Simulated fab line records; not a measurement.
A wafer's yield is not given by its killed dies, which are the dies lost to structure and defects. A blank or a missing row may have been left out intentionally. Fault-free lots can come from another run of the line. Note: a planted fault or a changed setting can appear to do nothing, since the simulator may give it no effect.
fab line records	flow n5-finfet
record: lots: 7	wafers: 21
route steps=1938 shown FIN_SAQP@103 FIN_CUT@155 DUMMY_GATE@220 SD_EPI_N@279 SD_EPI_P@321 SD_ACTIVATION@330 HKMG_FIN@402
start-h: start of the lot's first displayed wafer, in hours after the record's first day	wait-h: time in hours since the lot's previous step	" the same as in the row above	L1.1+2: one row covering several wafers at once	- no value present, or no start provided	* or withheld: withheld	< > ~ a bound
route shown NAME@n: names a module that has steps shown in the file, with the first one's number in the route	usual: average and standard deviation across the fault-free wafers	same: alike in all rows	chamber/n: place in a boat	sites: readings site by site	_std_site: standard deviation across them	_edge_site: the outer-site mean with the inner-site mean subtracted	radius-mm: how far each site lies from the wafer's centre	mask NAME#n: copy n	behind: the most recent tool/chamber to have shaped the wafer	hold: why the lot was held/for how many hours/how that ended	device: whichever transistor did not switch (one of n, p or np)	end of line: tests of these same wafers at the route's end	a step without rows: its recipe alone	killed: count of dies lost to structure and defects at first sort (not the wafer's yield)	map: dies across one wafer; x = killed, . = not, _ = none there
set.NAME: setting as actually run; set.NAME@STEP: the setting as run at that earlier step	model.NAME: the simulator's own value behind a step, which no gauge read
lots with deliberately changed settings; one table per step, one row per wafer
== steps ==
step: N5_FIN_SAQP_COAT_49
recipe: resist: SOC	temp-c: 250	time-s: 60	spin-rpm: 1500	resist-thk-nm: 100
lot.wafer	tool	chamber	start-h	wait-h	set.spin-rpm	model.SOC_of_FIN_SAQP_COAT_49.thk-nm
L076.1	litho-track-04	0	32.83	0.1	1350	105.7
L076.2	"	0	"	"	1350	106
L076.5	"	0	"	"	1500	100.6
L077.2	litho-track-03	0	41.16	0.1	1383	104.2
L077.3	"	0	"	"	1383	103.7
L077.4	"	0	"	"	1500	99.73
L085.2	litho-track-05	0	87.71	0.1	1383	103.7
L085.3	"	0	"	"	1500	99.8
L085.5	"	0	"	"	1500	99.93
L089.1	litho-track-05	0	111.91	0.1	1602	96.38
L089.4	"	0	"	"	1500	99.85
L089.5	"	0	"	"	1500	99.79
L094.2	litho-track-03	0	141.35	0.1	1500	100.4
L094.4	"	0	"	"	1396	104.2
L094.6	"	0	"	"	1396	103.9
L096.2	litho-track-05	0	154.08	0.1	1500	100.7
L096.5	"	0	"	"	1500	100.5
L096.6	"	0	"	"	1500	100.4
L097.2	litho-track-05	0	159.10	0.1	1500	100.1
L097.4	"	0	"	"	1500	99.63
L097.5	"	0	"	"	1500	99.97
step: N5_FIN_SAQP_EXPOSE_13
recipe: mask-id: FIN_CORE	na: 1.35	source-shape: dipole	sigma-inner: 0.538	sigma-outer: 0.738	polarization: te	target-cd-nm: 35.6	dose-mj: 63.25
lot.wafer	tool	chamber	start-h	wait-h	mask	set.dose-mj
L076.1+2+5	arfi-scanner-03	0	33.12	-	FIN_CORE#0	63.25
L077.2+3+4	arfi-scanner-03	0	41.28	-	FIN_CORE#0	66.43
L085.2+3	arfi-scanner-01	0	87.96	-	FIN_CORE#0	63.25
L085.5	"	0	"	"	FIN_CORE#0	60.32
L089.1	arfi-scanner-02	0	112.03	-	FIN_CORE#0	67.1
L089.4+5	"	0	"	"	FIN_CORE#0	63.25
L094.2+6	arfi-scanner-01	0	141.47	-	FIN_CORE#0	60.62
L094.4	"	0	"	"	FIN_CORE#0	63.25
L096.2+5+6	arfi-scanner-02	0	154.21	-	FIN_CORE#0	63.25
L097.2+4+5	arfi-scanner-02	0	159.22	-	FIN_CORE#0	63.25
step: N5_FIN_SAQP_PEB_14
recipe: peb-temp-c: withheld	peb-time-s: 60	resist: CAR-ArF
step: N5_FIN_SAQP_DEVELOP_15
recipe: develop-time-s: 30	developer: TMAH	resist: CAR-ArF	dev-temp-c: 23	rinse-liquid: diw	dry: air-spin
step: N5_FIN_SAQP_CD_MEAS_16
recipe: target-cd-nm: 35.6	landing-energy-ev: 500	detector: se-inlens
usual: cd-nm: 35.7/0.31
lot.wafer	tool	chamber	start-h	wait-h	set.dose-mj@FIN_SAQP_EXPOSE_13	cd-nm
L076.1	cd-sem-01	0	33.24	-	63.25	35.9
L076.2	"	0	"	"	63.25	35.7
L076.5	"	0	"	"	63.25	35.9
L077.2	cd-sem-01	0	41.41	-	66.43	33.9
L077.3	"	0	"	"	66.43	34.1
L077.4	"	0	"	"	66.43	34.7
L085.2	cd-sem-03	0	88.09	-	63.25	35.6
L085.3	"	0	"	"	63.25	36.0
L085.5	"	0	"	"	60.32	37.9
L089.1	cd-sem-02	0	112.16	-	67.1	34.3
L089.4	"	0	"	"	63.25	35.9
L089.5	"	0	"	"	63.25	36.2
L094.2	cd-sem-02	0	141.60	-	60.62	36.9
L094.4	"	0	"	"	63.25	35.3
L094.6	"	0	"	"	60.62	37.1
L096.2	cd-sem-03	0	154.33	-	63.25	35.7
L096.5	"	0	"	"	63.25	35.9
L096.6	"	0	"	"	63.25	35.9
L097.2	cd-sem-02	0	159.35	-	63.25	35.9
L097.4	"	0	"	"	63.25	35.7
L097.5	"	0	"	"	63.25	36.1
step: N5_FIN_SAQP_DESCUM_21
recipe: chemistry: O2	time-s: 7.9	source-power-w: 50	bias-power-w: 20	pressure-mtorr: 20	rf-frequency-hz: 2.712e+07	temp-c: 40	resist: CAR-ArF	o2-flow-sccm: 225
step: N5_FIN_SAQP_ETCH_51
recipe: chemistry: CF4	target: SiARC	target-depth-a: 455	mask-material: CAR-ArF	time-s: 75.8	ion-energy-ev: 80	pressure-mtorr: 40	source-w: 545	bias-w: 36	Ar_flow_sccm: 100	cf4-flow-sccm: 100	ends: cleared
step: N5_FIN_SAQP_ETCH_52
recipe: chemistry: N2/H2	target: SOC	target-depth-a: 1000	overetch-a: 200	mask-material: SiARC	temp-c: 40	time-s: 150	ion-energy-ev: 200	pressure-mtorr: 30	source-w: 840	bias-w: 150	n2-flow-sccm: 200	h2-flow-sccm: 200	ends: end-point
lot.wafer	tool	chamber	start-h	wait-h	set.spin-rpm@FIN_SAQP_COAT_49	model.etch.depth-nm
L076.1	rie-diel-04	0	34.22	0.0	1350	105.7
L076.2	"	2	"	"	1350	106
L076.5	"	3	"	"	1500	100.6
L077.2	rie-diel-04	0	41.71	0.0	1383	104.2
L077.3	"	1	"	"	1383	103.7
L077.4	"	2	"	"	1500	99.73
L085.2	rie-diel-04	0	88.27	0.0	1383	103.7
L085.3	"	2	"	"	1500	99.8
L085.5	"	0	"	"	1500	99.93
L089.1	rie-diel-04	2	112.46	0.0	1602	96.38
L089.4	"	0	"	"	1500	99.85
L089.5	"	2	"	"	1500	99.79
L094.2	rie-diel-04	2	141.78	0.0	1500	100.4
L094.4	"	1	"	"	1396	104.2
L094.6	"	0	"	"	1396	103.9
L096.2	rie-diel-03	2	154.53	0.0	1500	100.7
L096.5	"	2	"	"	1500	100.5
L096.6	"	1	"	"	1500	100.4
L097.2	rie-diel-01	2	159.53	0.0	1500	100.1
L097.4	"	2	"	"	1500	99.63
L097.5	"	3	"	"	1500	99.97
step: N5_FIN_SAQP_FIN_ETCH_36
recipe: chemistry: HBr/Cl2/O2	target-depth-a: 1200	mask-material: SiNx	time-s: 50.4	bias-w: 102	pressure-mtorr: 10	icp-w: 800	HBr_flow_sccm: 150	Cl2_flow_sccm: 80	O2_flow_sccm: 12
usual: oes-product-au: 1.007/0.01
lot.wafer	tool	chamber	start-h	wait-h	set.bias-w	oes-product-au
L076.1	rie-si-05	3	39.34	0.0	102	1.008
L076.2	"	1	"	"	88.24	0.977
L076.5	"	0	"	"	102	1.005
L077.2	rie-si-04	3	45.81	0.0	102	1.023
L077.3	"	1	"	"	88.53	0.975
L077.4	"	0	"	"	88.53	0.977
L085.2	rie-si-04	1	93.63	0.0	102	1.014
L085.3	"	3	"	"	92.21	1.000
L085.5	"	3	"	"	102	1.024
L089.1	rie-si-04	3	117.88	0.0	102	1.017
L089.4	"	0	"	"	102	1.017
L089.5	"	3	"	"	102	1.030
L094.2	rie-si-04	3	146.89	0.0	102	1.021
L094.4	"	1	"	"	95.88	1.003
L094.6	"	1	"	"	95.88	0.997
L096.2	rie-si-03	0	158.40	0.0	102	1.015
L096.5	"	3	"	"	102	1.000
L096.6	"	0	"	"	102	1.004
L097.2	rie-si-05	0	163.57	0.0	102	1.006
L097.4	"	1	"	"	102	0.995
L097.5	"	1	"	"	102	1.008
step: N5_FIN_CUT_COAT_19
recipe: resist: SiARC	temp-c: 220	time-s: 60	spin-rpm: 1500	resist-thk-nm: 20
lot.wafer	tool	chamber	start-h	wait-h	set.spin-rpm	model.SiARC_of_FIN_CUT_COAT_19.thk-nm
L076.1+2+5	litho-track-02	0	-	-	1500	20
L077.2+4	litho-track-01	0	-	-	1500	20
L077.3	"	0	"	"	1349	21.2
L085.2	litho-track-04	0	-	-	1611	19.4
L085.3+5	"	0	"	"	1500	20
L089.1+4+5	litho-track-02	0	-	-	1500	20
L094.2+4	litho-track-01	0	-	-	1643	19
L094.6	"	0	"	"	1500	20
L096.2+5+6	litho-track-01	0	-	-	1500	20
L097.2	litho-track-02	0	-	-	1385	20.8
L097.4	"	0	"	"	1500	20
L097.5	"	0	"	"	1385	21
step: N5_FIN_CUT_COAT_29
recipe: resist: underlayer	temp-c: 205	time-s: 60	spin-rpm: 1500	resist-thk-nm: 10
step: N5_FIN_CUT_COAT_02
recipe: resist: CAR-EUV	spin-rpm: 1500	resist-thk-nm: 30
step: N5_FIN_CUT_DESCUM_13
recipe: chemistry: O2	time-s: 7	source-power-w: 50	bias-power-w: 20	pressure-mtorr: 20	rf-frequency-hz: 2.712e+07	temp-c: 40	resist: CAR-EUV	o2-flow-sccm: 225
step: N5_FIN_CUT_ETCH_30
recipe: chemistry: N2/H2	target: underlayer	target-depth-a: 130	mask-material: CAR-EUV	time-s: 10.4	ion-energy-ev: 200	pressure-mtorr: 30	source-w: 840	bias-w: 150	n2-flow-sccm: 200	h2-flow-sccm: 200	ends: cleared
step: N5_FIN_CUT_ETCH_20
recipe: chemistry: CF4	target: SiARC	target-depth-a: 260	mask-material: CAR-EUV	time-s: 43.3	ion-energy-ev: 80	pressure-mtorr: 40	source-w: 545	bias-w: 36	Ar_flow_sccm: 100	cf4-flow-sccm: 100	ends: cleared
lot.wafer	tool	chamber	start-h	wait-h	set.spin-rpm@FIN_CUT_COAT_19	model.etch.depth-nm
L076.1	rie-diel-06	0	40.20	0.0	1500	19.91
L076.2	"	3	"	"	1500	19.93
L076.5	"	3	"	"	1500	19.95
L077.2	rie-diel-05	3	46.55	0.0	1500	19.96
L077.3	"	1	"	"	1349	21.16
L077.4	"	2	"	"	1500	20
L085.2	rie-diel-05	3	94.37	0.0	1611	19.34
L085.3	"	2	"	"	1500	20.07
L085.5	"	1	"	"	1500	20.04
L089.1	rie-diel-06	3	118.61	0.0	1500	20
L089.4	"	2	"	"	1500	20.05
L089.5	"	1	"	"	1500	20.04
L094.2	rie-diel-02	1	147.75	0.0	1643	19.05
L094.4	"	0	"	"	1643	19.07
L094.6	"	2	"	"	1500	19.97
L096.2	rie-diel-05	1	159.26	0.0	1500	20.01
L096.5	"	2	"	"	1500	20.05
L096.6	"	1	"	"	1500	20.02
L097.2	rie-diel-05	1	164.43	0.0	1385	20.86
L097.4	"	2	"	"	1500	20.03
L097.5	"	3	"	"	1385	20.92
step: N5_DUMMY_GATE_HM_DEP_06
recipe: material: SiNx	target-thk-a: 800	precursor: DCS/NH3	temp-c: 700	pressure-mtorr: 300	time-s: 5141
lot.wafer	tool	chamber	start-h	wait-h	set.time-s	model.SiNx_of_DUMMY_GATE_HM_DEP_06.thk-nm
L076.1	-	-	-	0.0	5350	85
L076.2	"	-	"	"	5350	84.6
L076.5	"	-	"	"	5350	84.2
L077.2	-	-	-	0.0	4628	72.8
L077.3	"	-	"	"	4628	73.4
L077.4	"	-	"	"	4628	73
L085.2	-	-	-	0.0	4699	73.2
L085.3	"	-	"	"	4699	74
L085.5	"	-	"	"	4699	74.4
L089.1	-	-	-	0.0	4877	76.8
L089.4	"	-	"	"	4877	77
L089.5	"	-	"	"	4877	76.6
L094.2+6	-	-	-	0.0	5141	80.6
L094.4	"	-	"	"	5141	82
L096.2+5+6	lpcvd-02	0/95,0/109,0/114	173.02	0.0	5141	80.4
L097.2	-	-	-	0.0	5141	79.4
L097.4	"	-	"	"	5141	79.6
L097.5	"	-	"	"	5141	80.4
step: N5_DUMMY_GATE_COAT_28
recipe: resist: underlayer	temp-c: 205	time-s: 60	spin-rpm: 1500	resist-thk-nm: 10
lot.wafer	tool	chamber	start-h	wait-h	set.spin-rpm	model.underlayer_of_DUMMY_GATE_COAT_28.thk-nm
L076.1	litho-track-03	0	-	-	1358	10.6
L076.2+5	"	0	"	"	1500	10
L077.2+4	litho-track-01	0	-	-	1500	10
L077.3	"	0	"	"	1365	10.4
L085.2+5	litho-track-01	0	-	-	1661	9.6
L085.3	"	0	"	"	1500	10
L089.1+5	litho-track-01	0	-	-	1555	9.8
L089.4	"	0	"	"	1500	10
L094.2+6	litho-track-05	0	-	-	1547	9.8
L094.4	"	0	"	"	1500	10
L096.2+5+6	litho-track-05	0	-	-	1500	10
L097.2+4+5	litho-track-05	0	-	-	1500	10
step: N5_SD_EPI_N_ETCH_16
recipe: chemistry: CHF3/O2	target: SiO2	target-depth-a: 50	mask-material: SOC	pressure-mtorr: 30	source-w: 650	bias-w: 170	Ar_flow_sccm: 200	CHF3_flow_sccm: 50	O2_flow_sccm: 5	ion-energy-ev: 200
lot.wafer	tool	chamber	start-h	wait-h	set.target-depth-a	model.etch.depth-nm
L076.1	rie-diel-04	0	63.82	0.1	50	5.097
L076.2	"	2	"	"	50	5.02
L076.5	"	0	"	"	50	5.016
L077.2	rie-diel-04	2	70.47	0.1	54.59	5.402
L077.3	"	3	"	"	50	4.97
L077.4	"	0	"	"	50	4.983
L085.2	rie-diel-01	0	117.59	0.1	46.35	4.521
L085.3	"	3	"	"	46.35	4.719
L085.5	"	3	"	"	50	5.086
L089.1	rie-diel-03	0	141.34	0.1	50	4.951
L089.4	"	1	"	"	50	5.159
L089.5	"	3	"	"	45.65	4.461
L094.2	rie-diel-01	3	169.15	0.1	52.55	5.389
L094.4	"	3	"	"	52.55	5.347
L094.6	"	2	"	"	50	4.941
L096.2	rie-diel-04	3	180.72	0.1	50	5.072
L096.5	"	2	"	"	50	4.915
L096.6	"	3	"	"	50	5.078
L097.2	rie-diel-03	1	189.21	0.1	50	5.085
L097.4	"	2	"	"	45.27	4.554
L097.5	"	1	"	"	45.27	4.585
step: N5_SD_EPI_N_EPI_21
recipe: material: Si:P	dopant: P	temp-c: 680	pressure-torr: 255	time-s: 690
lot.wafer	tool	chamber	start-h	wait-h	set.temp-c	model.Si-P_of_SD_EPI_N_EPI_21.thk-nm
L076.1	epi-rpcvd-01	0	64.91	0.1	680	59.2
L076.2	"	0	"	"	680	60.2
L076.5	"	0	"	"	680	59.6
L077.2	epi-rpcvd-01	0	71.81	0.4	680	59.4
L077.3	"	0	"	"	680	59.8
L077.4	"	0	"	"	683.3	63.2
L085.2	epi-rpcvd-02	0	118.95	0.4	676.2	55
L085.3	"	0	"	"	680	58.8
L085.5	"	0	"	"	676.2	55.4
L089.1	epi-rpcvd-01	0	142.58	0.2	681.6	60.6
L089.4	"	0	143.70	1.2	680	58.6
L089.5	"	0	"	"	681.6	61.8
L094.2	epi-rpcvd-02	0	170.64	0.5	680	59.8
L094.4	"	0	"	"	680	60
L094.6	"	0	"	"	680	59.6
L096.2	epi-rpcvd-02	0	182.05	0.4	680	58
L096.5	"	0	"	"	680	58.6
L096.6	"	0	"	"	680	58.4
L097.2	epi-rpcvd-03	0	190.82	0.5	684	64.6
L097.4	"	0	"	"	680	60.4
L097.5	"	0	"	"	680	59.6
step: N5_SD_EPI_N_EPI_MEAS_23
recipe: mode: xrd
usual: thk-nm: 59.3/1.2
lot.wafer	tool	chamber	start-h	wait-h	set.temp-c@SD_EPI_N_EPI_21	thk-nm
L076.1	film-metro-01	-	66.63	1.4	680	57.3
L076.2	"	-	"	"	680	59.3
L076.5	"	-	"	"	680	58.7
L077.2	film-metro-02	-	73.24	1.2	680	59.1
L077.3	"	-	"	"	680	58.9
L077.4	"	-	"	"	683.3	63.1
L085.2	film-metro-01	-	120.39	1.2	676.2	57.7
L085.3	"	-	"	"	680	62.1
L085.5	"	-	"	"	676.2	54.3
L089.1	film-metro-01	-	144.85	1.9	681.6	60.2
L089.4	"	-	"	"	680	58.5
L089.5	"	-	"	"	681.6	62.4
L094.2	film-metro-01	-	172.57	1.5	680	59.5
L094.4	"	-	"	"	680	60.2
L094.6	"	-	"	"	680	58.8
L096.2	film-metro-02	-	183.49	1.2	680	58.4
L096.5	"	-	"	"	680	60.0
L096.6	"	-	"	"	680	58.9
L097.2	film-metro-02	-	192.74	1.5	684	64.9
L097.4	"	-	"	"	680	60.4
L097.5	"	-	"	"	680	59.5
step: N5_SD_EPI_P_EPI_21
recipe: material: SiGe:B	dopant: B	temp-c: 550	pressure-torr: 20	ambient: H2	time-s: 355
lot.wafer	tool	chamber	start-h	wait-h	set.epi-growth-time-s	model.SiGe-B_of_SD_EPI_P_EPI_21.thk-nm
L076.1	epi-rpcvd-03	0	69.08	0.1	355	60.8
L076.2	"	0	"	"	355	60.6
L076.5	"	0	70.52	1.5	355	60
L077.2	epi-rpcvd-01	0	76.00	0.5	355	61.2
L077.3	"	0	"	"	355	61
L077.4	"	0	"	"	355	61.4
L085.2	epi-rpcvd-04	0	123.75	0.6	392	64.4
L085.3	"	0	"	"	392	63.8
L085.5	"	0	"	"	355	58.8
L089.1+4	epi-rpcvd-03	0	147.75	0.1	355	61.2
L089.5	"	0	149.19	1.5	355	61.4
L094.2	epi-rpcvd-01	0	175.88	0.9	341.6	60.4
L094.4	"	0	177.16	2.0	355	60.6
L094.6	"	0	178.44	3.2	341.6	59.8
L096.2+5	epi-rpcvd-01	0	187.22	0.9	355	61.4
L096.6	"	0	189.78	3.2	355	62
L097.2	epi-rpcvd-03	0	196.02	0.6	355	61.2
L097.4	"	0	"	"	371.2	63.6
L097.5	"	0	"	"	371.2	63.2
step: N5_SD_EPI_P_HM_STRIP_48
recipe: chemistry: H3PO4	temp-c: 160	material: SiNx	target: SiNx	target-depth-a: 30	overetch-fraction: 0.3
lot.wafer	tool	chamber	start-h	wait-h	set.temp-c@SD_EPI_N_EPI_21	set.epi-growth-time-s@SD_EPI_P_EPI_21	model.SiGe-B_of_SD_EPI_P_EPI_21.thk-nm	model.Si-P_of_SD_EPI_N_EPI_21.thk-nm
L076.1	wet-bench-04	5	71.31	0.0	680	355	60.6	58.4
L076.2	"	1	"	"	680	355	60.4	59.4
L076.5	"	2	"	"	680	355	59.6	59
L077.2	wet-bench-01	7	77.89	0.0	680	355	61	58.8
L077.3	"	5	"	"	680	355	60.8	59
L077.4	"	2	"	"	683.3	355	61.2	62.4
L085.2	wet-bench-01	3	126.23	0.0	676.2	392	64	54.4
L085.3	"	5	"	"	680	392	63.4	58.2
L085.5	"	7	"	"	676.2	355	58.6	54.8
L089.1	wet-bench-01	5	149.98	0.0	681.6	355	60.8	60
L089.4	"	2	"	"	680	355	61	58
L089.5	"	4	"	"	681.6	355	61.2	61.2
L094.2	wet-bench-01	0	179.15	0.0	680	341.6	60.2	59.2
L094.4	"	3	"	"	680	355	60.4	59.4
L094.6	"	6	"	"	680	341.6	59.4	58.8
L096.2	wet-bench-05	3	190.50	0.0	680	355	61.2	57.4
L096.5	"	5	"	"	680	355	61	58
L096.6	"	4	"	"	680	355	61.6	57.8
L097.2	wet-bench-05	2	198.51	0.0	684	355	61	63.8
L097.4	"	1	"	"	680	371.2	63.2	59.8
L097.5	"	5	"	"	680	371.2	63	58.8
step: N5_SD_EPI_P_SRD_49
recipe: dry: ipa-marangoni	time-s: 30	temp-c: 23	rinse-liquid: diw
step: N5_SD_EPI_P_PRECLEAN_24
recipe: chemistry: O3/DIW	time-s: 45	temp-c: 22	o3-ppm: 10
step: N5_SD_ACTIVATION_RTA_00
recipe: temp-c: 975	time-s: 0	ambient: N2	idle-temp-c: 600	ramp-up-c-per-s: 150	ramp-down-c-per-s: 60	cool-to-c: 600
step: N5_SD_ACTIVATION_LSA_01
recipe: temp-c: 1080	time-s: 0.0008	ambient: N2
step: N5_SD_ACTIVATION_RS_MEAS_03
recipe: thk-meas-gauge: four-point-probe
usual: RS_SD_N: 21.82/0.28	RS_SD_P: 56.0/0.91
lot.wafer	tool	chamber	start-h	wait-h	set.temp-c@SD_EPI_N_EPI_21	set.epi-growth-time-s@SD_EPI_P_EPI_21	RS_SD_N[ohm/sq]	RS_SD_P[ohm/sq]
L076.1	film-metro-01	-	72.07	0.2	680	355	22.19	56.8
L076.2	"	-	"	"	680	355	21.67	56.8
L076.5	"	-	"	"	680	355	21.90	57.7
L077.2	film-metro-02	-	78.54	0.2	680	355	21.81	56.2
L077.3	"	-	"	"	680	355	21.80	56.3
L077.4	"	-	"	"	683.3	355	20.67	56.2
L085.2	film-metro-02	-	126.82	0.2	676.2	392	23.58	53.7
L085.3	"	-	"	"	680	392	21.87	53.8
L085.5	"	-	"	"	676.2	355	23.26	58.7
L089.1	film-metro-02	-	150.55	0.2	681.6	355	21.34	55.4
L089.4	"	-	"	"	680	355	21.91	55.5
L089.5	"	-	"	"	681.6	355	20.87	55.3
L094.2	film-metro-02	-	179.74	0.2	680	341.6	21.80	56.3
L094.4	"	-	"	"	680	355	21.47	55.9
L094.6	"	-	"	"	680	341.6	21.78	57.3
L096.2	film-metro-01	-	191.34	0.2	680	355	22.39	54.6
L096.5	"	-	"	"	680	355	22.17	54.7
L096.6	"	-	"	"	680	355	22.28	54.7
L097.2	film-metro-01	-	199.10	0.2	684	355	20.07	57.1
L097.4	"	-	"	"	680	371.2	21.35	55.1
L097.5	"	-	"	"	680	371.2	21.54	55.0
step: N5_HKMG_FIN_ETCH_54
recipe: chemistry: CF4	target: SiARC	target-depth-a: 455	mask-material: CAR-ArF	time-s: 75.8	ion-energy-ev: 80	pressure-mtorr: 40	source-w: 545	bias-w: 36	Ar_flow_sccm: 100	cf4-flow-sccm: 100	ends: cleared
usual: etch-rf-on-time-s: 75.1/1.9	rf-vpp-V: 184.3/1.3
lot.wafer	tool	chamber	start-h	wait-h	set.source-w	etch-rf-on-time-s	rf-vpp-V
L076.1	rie-diel-01	1	85.43	0.0	545	76.3	185.2
L076.2	"	2	"	"	625.1	66.2	174.6
L076.5	"	2	"	"	545	75.5	183.7
L077.2	rie-diel-03	2	92.33	0.0	545	73.1	183.8
L077.3	"	3	"	"	576.9	73.7	182.4
L077.4	"	0	"	"	576.9	72.8	179.0
L085.2	rie-diel-01	1	140.12	0.0	545	76.6	186.2
L085.3	"	3	"	"	589.4	68.7	179.2
L085.5	"	2	"	"	589.4	70.6	177.7
L089.1	rie-diel-03	2	163.88	0.0	545	73.4	181.9
L089.4	"	0	"	"	545	76.4	182.6
L089.5	"	2	"	"	545	74.0	183.4
L094.2	rie-diel-01	2	193.05	0.0	494.6	82.8	188.4
L094.4	"	0	"	"	494.6	82.2	189.3
L094.6	"	0	"	"	545	74.8	185.4
L096.2	rie-diel-04	3	205.15	0.0	545	74.7	187.4
L096.5	"	1	"	"	545	73.4	183.1
L096.6	"	2	"	"	545	78.6	183.9
L097.2	rie-diel-03	1	212.21	0.0	545	72.8	184.3
L097.4	"	3	"	"	467.3	89.9	195.8
L097.5	"	2	"	"	545	73.7	182.8
== key ==
split: step: N5_FIN_SAQP_COAT_49	setting: spin-rpm	stated: 1500	by: wafer
response: step: N5_FIN_SAQP_COAT_49	reading: model.SOC_of_FIN_SAQP_COAT_49.thk-nm	change: -0.517	per: 1%	r: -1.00
response: step: N5_FIN_SAQP_ETCH_52	reading: model.etch.depth-nm	change: -0.517	per: 1%	r: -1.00
split: step: N5_FIN_SAQP_EXPOSE_13	setting: dose-mj	stated: 63.25	by: wafer
response: step: N5_FIN_SAQP_CD_MEAS_16	reading: cd-nm	change: -0.356	per: 1%	r: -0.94
split: step: N5_FIN_SAQP_FIN_ETCH_36	setting: bias-w	stated: 102	by: wafer
response: step: N5_FIN_SAQP_FIN_ETCH_36	reading: oes-product-au	change: +0.00275	per: 1%	r: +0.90
split: step: N5_FIN_CUT_COAT_19	setting: spin-rpm	stated: 1500	by: wafer
response: step: N5_FIN_CUT_COAT_19	reading: model.SiARC_of_FIN_CUT_COAT_19.thk-nm	change: -0.108	per: 1%	r: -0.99
response: step: N5_FIN_CUT_ETCH_20	reading: model.etch.depth-nm	change: -0.106	per: 1%	r: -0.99
split: step: N5_DUMMY_GATE_HM_DEP_06	setting: time-s	stated: 5141	by: lot
response: step: N5_DUMMY_GATE_HM_DEP_06	reading: model.SiNx_of_DUMMY_GATE_HM_DEP_06.thk-nm	change: +0.793	per: 1%	r: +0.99
split: step: N5_DUMMY_GATE_COAT_28	setting: spin-rpm	stated: 1500	by: wafer
response: step: N5_DUMMY_GATE_COAT_28	reading: model.underlayer_of_DUMMY_GATE_COAT_28.thk-nm	change: -0.0483	per: 1%	r: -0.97
split: step: N5_SD_EPI_N_ETCH_16	setting: target-depth-a	stated: 50	by: wafer
response: step: N5_SD_EPI_N_ETCH_16	reading: model.etch.depth-nm	change: +0.0594	per: 1%	r: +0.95
split: step: N5_SD_EPI_N_EPI_21	setting: temp-c	stated: 680	by: wafer
response: step: N5_SD_EPI_N_EPI_21	reading: model.Si-P_of_SD_EPI_N_EPI_21.thk-nm	change: +7.46	per: 1%	r: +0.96
response: step: N5_SD_EPI_N_EPI_MEAS_23	reading: thk-nm	change: *	per: 1%	r: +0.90
response: step: N5_SD_EPI_P_HM_STRIP_48	reading: model.Si-P_of_SD_EPI_N_EPI_21.thk-nm	change: +7.34	per: 1%	r: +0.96
response: step: N5_SD_ACTIVATION_RS_MEAS_03	reading: RS_SD_N	change: -2.55	per: 1%	r: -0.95
split: step: N5_SD_EPI_P_EPI_21	setting: epi-growth-time-s	stated: 355	by: wafer
response: step: N5_SD_EPI_P_EPI_21	reading: model.SiGe-B_of_SD_EPI_P_EPI_21.thk-nm	change: +0.467	per: 1%	r: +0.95
response: step: N5_SD_EPI_P_HM_STRIP_48	reading: model.SiGe-B_of_SD_EPI_P_EPI_21.thk-nm	change: +0.452	per: 1%	r: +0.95
response: step: N5_SD_ACTIVATION_RS_MEAS_03	reading: RS_SD_P	change: -0.445	per: 1%	r: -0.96
split: step: N5_HKMG_FIN_ETCH_54	setting: source-w	stated: 545	by: wafer
response: step: N5_HKMG_FIN_ETCH_54	reading: etch-rf-on-time-s	change: *	per: 1%	r: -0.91
response: step: N5_HKMG_FIN_ETCH_54	reading: rf-vpp-V	change: -0.714	per: 1%	r: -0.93
